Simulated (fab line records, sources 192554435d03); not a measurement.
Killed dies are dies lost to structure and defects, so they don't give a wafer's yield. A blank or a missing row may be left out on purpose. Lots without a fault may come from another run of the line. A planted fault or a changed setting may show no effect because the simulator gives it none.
Chamber matching | flow n5_finfet | N5_SD_EPI_P_ETCHBACK_46 on rie_diel-04: 4 sister chambers
The step etches SiNx in CH3F/O2, stops on SiO2, target depth 17.5 nm. 14 wafers are shown with their chamber, then 7 later ones without.

WAFERS WITH THEIR CHAMBER
wafer  | chamber | drypump_motor_current_A (A) | throttle_valve_pct (%) | showerhead_plenum_p_Torr (Torr)
L075.3 | 2       | 6.2                         | 15.86                  | 2.06
L075.4 | 1       | 5.7                         | 16.07                  | 1.85
L075.6 | 3       | 5.1                         | 16.25                  | 1.92
L076.1 | 0       | 5.8                         | 16.54                  | 1.97
L076.3 | 1       | 5.7                         | 16.07                  | 1.85
L076.5 | 1       | 5.6                         | 16.07                  | 1.85
L081.3 | 2       | 6.2                         | 15.89                  | 2.06
L081.4 | 1       | 5.7                         | 16.07                  | 1.84
L081.5 | 3       | 5.2                         | 16.25                  | 1.91
L090.2 | 2       | 6.2                         | 15.93                  | 2.05
L090.4 | 1       | 5.7                         | 16.09                  | 1.84
L090.5 | 1       | 5.7                         | 16.11                  | 1.84
L094.1 | 0       | 5.8                         | 16.58                  | 1.96
L094.4 | 2       | 6.2                         | 15.92                  | 2.05

SIGNATURES (means of the wafers above)
reading                  | chamber 0 | chamber 1 | chamber 2 | chamber 3 | scatter within a chamber
drypump_motor_current_A  | 5.800     | 5.683     | 6.200     | 5.150     | 0.0365
throttle_valve_pct       | 16.5600   | 16.0800   | 15.9000   | 16.2500   | 0.0228
showerhead_plenum_p_Torr | 1.9650    | 1.8450    | 2.0550    | 1.9150    | 0.00592
Rule: a wafer's distance from a chamber is the root of the sum, over the readings, of the square of ((its reading less the chamber's mean) divided by the reading's scatter). The wafer belongs to the nearest chamber; if the next one is less than 2 further off, it can't be placed. The scatter: the root of (the sum of the squares of (reading less its chamber's mean) over the shown wafers, divided by (wafers less chambers)).

WAFERS WITHOUT THEIR CHAMBER
wafer  | drypump_motor_current_A (A) | throttle_valve_pct (%) | showerhead_plenum_p_Torr (Torr)
L094.5 | 5.7                         | 16.13                  | 1.84
L095.1 | 5.6                         | 16.12                  | 1.84
L095.3 | 5.8                         | 16.59                  | 1.96
L095.4 | 6.2                         | 15.94                  | 2.05
L096.3 | 5.2                         | 16.32                  | 1.91
L096.4 | 5.7                         | 16.12                  | 1.84
L096.6 | 5.2                         | 16.31                  | 1.90

WHICH CHAMBER EACH WENT THROUGH
wafer  | from the rows above | in truth
L094.5 | 1                   | 1
L095.1 | 1                   | 1
L095.3 | 0                   | 0
L095.4 | 2                   | 2
L096.3 | 3                   | 3
L096.4 | 1                   | 1
L096.6 | 3                   | 3
Placed correctly: 7 of 7. Can't be placed from these rows: 0. Placed wrongly: 0.
